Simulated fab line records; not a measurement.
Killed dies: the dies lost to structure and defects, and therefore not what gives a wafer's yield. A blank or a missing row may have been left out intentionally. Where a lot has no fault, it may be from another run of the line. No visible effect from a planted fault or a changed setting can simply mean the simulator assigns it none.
What tool caused it? -- flow nand harc -- 11 lots with 33 wafers sampled at 5 steps, on a route of 1159 steps

## WHAT EACH GAUGE READ, for each wafer
NHARC_END_SORT_01.
lot,measured,on,killed at array
L116,day 24 12:37,prober-02,23 32 37
L115,day 24 06:23,prober-01,8
L118,day 25 18:23,prober-01,19 29 19

## TOOL THAT RAN EACH LOT (tool first, then ch and the chambers of the sampled wafers, then the start)
lot,NHARC_A_CHANNEL_HOLE_D1_ETCH_21,NHARC_A_CHANNEL_HOLE_D1_STRIP_27,NHARC_A_CHANNEL_FILL_D1_ETCHBACK_08,NHARC_A_CHANNEL_FILL_D1_STRIP_29
L106,"har etch-01 ch 0,1, day 7 18:27","rie diel-12 ch 0,1, day 9 18:18 or earlier","rie diel-03 ch 1,2,3, day 9 18:18","rie diel-03 ch 0,2,3, no start"
L111,"har etch-02 ch 0,1, day 9 10:29","rie diel-10 ch 1,2, day 11 09:26 or earlier","rie diel-03 ch 0,1, day 11 09:26","rie diel-03 ch 0,1,3, no start"
L112,"har etch-02 ch 0,1, day 10 05:54","rie diel-10 ch 0,1,3, day 12 13:59 or earlier","rie diel-03 ch 0,1,3, day 12 13:59","rie diel-03 ch 1,2,3, no start"
L116,"har etch-01 ch 0,1, day 10 17:38","rie diel-10 ch 0,1,3, day 12 18:31 or earlier","rie diel-03 ch 1,2, day 12 18:31","rie diel-03 ch 1,3, day 24 12:37 or earlier"
L115,"har etch-02 ch 0,1, day 10 18:26","rie diel-12 ch 2,3, day 12 18:28 or earlier","rie diel-07 ch 1,2,3, day 12 18:28","rie diel-07 ch 0,1, day 24 06:23 or earlier"
L120,"har etch-01 ch 0,1, day 11 12:14","rie diel-12 ch 2,3, day 13 11:26 or earlier","rie diel-07 ch 0,2,3, day 13 11:26","rie diel-07 ch 0,1,2, no start"
L118,"har etch-02 ch 0,1, day 11 12:24","rie diel-01 ch 0,1,2, day 13 11:31 or earlier","rie diel-04 ch 0,1,3, day 13 11:31","rie diel-04 ch 0,2,3, day 25 18:23 or earlier"
L123,"har etch-01 ch 0,1, day 12 21:04","rie diel-10 ch 0,2,3, day 14 21:11 or earlier","rie diel-07 ch 0,1,2, day 14 21:11","rie diel-07 ch 0,1,3, no start"
L124,"har etch-01 ch 0,1, day 13 01:13","rie diel-10 ch 0,1, day 15 00:46 or earlier","rie diel-04 ch 2,3, day 15 00:46","rie diel-04 ch 0,1,3, no start"
L128,"har etch-01 ch 0,1, day 13 12:02","rie diel-10 ch 0,1,3, day 15 13:49 or earlier","rie diel-07 ch 0,2,3, day 15 13:49","rie diel-07 ch 0,1,2, no start"
L129,"har etch-02 ch 0,1, day 14 06:37","rie diel-10 ch 0,1,3, day 16 05:32 or earlier","rie diel-07 ch 0,3, day 16 05:32","rie diel-07 ch 1,2,3, no start"
- NHARC_A_CHANNEL_HOLE_D1_ETCH_21: etches the open film in C4F8/O2/Ar, time 514.3 s, target depth 1600 nm.
- NHARC_A_CHANNEL_HOLE_D1_STRIP_27: strips in O2.
- NHARC_A_CHANNEL_FILL_D1_ETCHBACK_08: etches the open film in C4F8, target depth 220 nm, time 110 s.
- NHARC_A_CHANNEL_FILL_D1_STRIP_29: strips in O2, time 20 s.

## THE ANSWER, worked out from the rows above alone
Rule: what is usual is taken from the lots themselves. Put in order of their means at a reading, lots are off if they are a third of the lots or fewer, leave a main group of 4 or more, and stand apart from it by a gap of 3 or more times the standard deviation of the main group's means; of several such gaps the widest counts. A main group whose means are all the same, to the digits that the tables above print for the reading, isn't used. A lot without any number at a reading at which 4 lots or more have one is off too. Any other lot the step has rows for is counted as sound.
None of the lots is off at any reading shown; this tells nothing.

## WHAT THE SIMULATOR PUT IN
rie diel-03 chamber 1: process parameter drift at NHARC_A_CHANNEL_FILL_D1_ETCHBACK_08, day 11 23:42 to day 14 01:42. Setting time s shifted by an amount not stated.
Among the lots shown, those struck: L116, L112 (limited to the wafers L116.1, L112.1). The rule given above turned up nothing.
